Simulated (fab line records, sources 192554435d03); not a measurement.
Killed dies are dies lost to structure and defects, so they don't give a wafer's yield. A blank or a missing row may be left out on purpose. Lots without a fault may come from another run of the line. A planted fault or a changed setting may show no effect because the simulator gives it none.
Split-lot experiment | flow n5_finfet | 7 lots, 21 wafers read, on a route of 1938 steps

THE SPLIT
At N5_BEOL_M12_CMP_49 (polishes, stops on SiOC, t overpolish 20.6 s, target thk 320 nm), the setting down_force_psi was moved away from the recipe's 1 psi on 10 of the 21 wafers read, by -12.0% to +20.8%. The other wafers ran this setting at the recipe's value.

The reading is taken at the split's own step.

THE READING
barrier_field_endpoint_s, in s, at N5_BEOL_M12_CMP_49 (polishes, stops on SiOC, t overpolish 20.6 s, target thk 320 nm). Fault-free wafers of this fab line usually give 30.6 s, standard deviation 0.63 s.

wafer  | tool, chamber at the split | down_force_psi as run, psi | against the recipe | barrier_field_endpoint_s, s | against lot-mates on the recipe
L074.3 | cmp-03, 1                  | 1                          | recipe             | 30.4                        | -
L074.4 | cmp-03, 3                  | 1                          | recipe             | 30.7                        | -
L074.2 | cmp-03, 0                  | 1                          | recipe             | 30.8                        | -
L076.2 | cmp-03, 2                  | 1.208                      | +20.8%             | 25.2                        | -5.2
L076.4 | cmp-03, 3                  | 1.208                      | +20.8%             | 25.0                        | -5.4
L076.1 | cmp-03, 0                  | 1                          | recipe             | 30.4                        | -
L081.2 | cmp-04, 3                  | 1                          | recipe             | 31.0                        | -
L081.4 | cmp-04, 1                  | 1                          | recipe             | 30.6                        | -
L081.1 | cmp-04, 2                  | 1                          | recipe             | 30.4                        | -
L083.4 | cmp-03, 0                  | 0.9368                     | -6.3%              | 31.5                        | +1.9
L083.3 | cmp-03, 3                  | 1                          | recipe             | 29.6                        | -
L083.6 | cmp-03, 1                  | 0.9368                     | -6.3%              | 32.5                        | +2.9
L086.2 | cmp-04, 2                  | 1.097                      | +9.7%              | 28.5                        | -2.9
L086.4 | cmp-04, 3                  | 1                          | recipe             | 31.4                        | -
L086.5 | cmp-04, 1                  | 1.097                      | +9.7%              | 28.1                        | -3.3
L088.3 | cmp-02, 3                  | 0.8802                     | -12.0%             | 35.8                        | +3.6
L088.4 | cmp-02, 0                  | 0.8802                     | -12.0%             | 35.6                        | +3.4
L088.1 | cmp-02, 1                  | 1                          | recipe             | 32.2                        | -
L090.3 | cmp-03, 1                  | 1.131                      | +13.1%             | 28.2                        | -3.8
L090.2 | cmp-03, 2                  | 1.131                      | +13.1%             | 27.6                        | -4.4
L090.5 | cmp-03, 1                  | 1                          | recipe             | 32.0                        | -

THE FIT
A straight line over all 21 wafers: barrier_field_endpoint_s changes by -0.287 s for each +1% of down_force_psi; r = -0.96; the points scatter about the line by 0.8 s.
The same after taking each lot's own level away (the mean of its wafers on the recipe; 21 wafers): -0.287 s for each +1%; r = -0.99; scatter 0.4 s.
On that fit, the largest move of down_force_psi shifts the reading by 6 s.
The lots' own levels span 29.60 to 32.20 s, that is 4.1 times the standard deviation above.
So the lot-to-lot level changes the slope little: the two slopes agree.
Check: with one of the wafers moved furthest among these (+20.8%) left out of the fit, the line predicts -6.14 s for it against its lot-mates. It came out at -5.2 s against them.
Tool readings at the split's step, against how far the setting was moved: barrier_field_endpoint_s r = -0.96.

OTHER SPLITS ON THESE WAFERS
These wafers also went through other splits before the reading. Each is held against what the fit with the lots' levels taken away leaves over:
other split on the same wafers   | wafers away from the commonest value | r with barrier_field_endpoint_s (lot level and that fit taken away)
N5_BEOL_M11_COAT_05 spin_rpm     | 8                                    | -0.25
N5_BEOL_M12_PEB_08 peb_time_s    | 8                                    | -0.39
N5_BEOL_M12_ETCH_59 h2_flow_sccm | 8                                    | +0.14

THE FILE'S OWN FIT
barrier_field_endpoint_s changes by -0.285 s for each +1% of down_force_psi, r = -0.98.
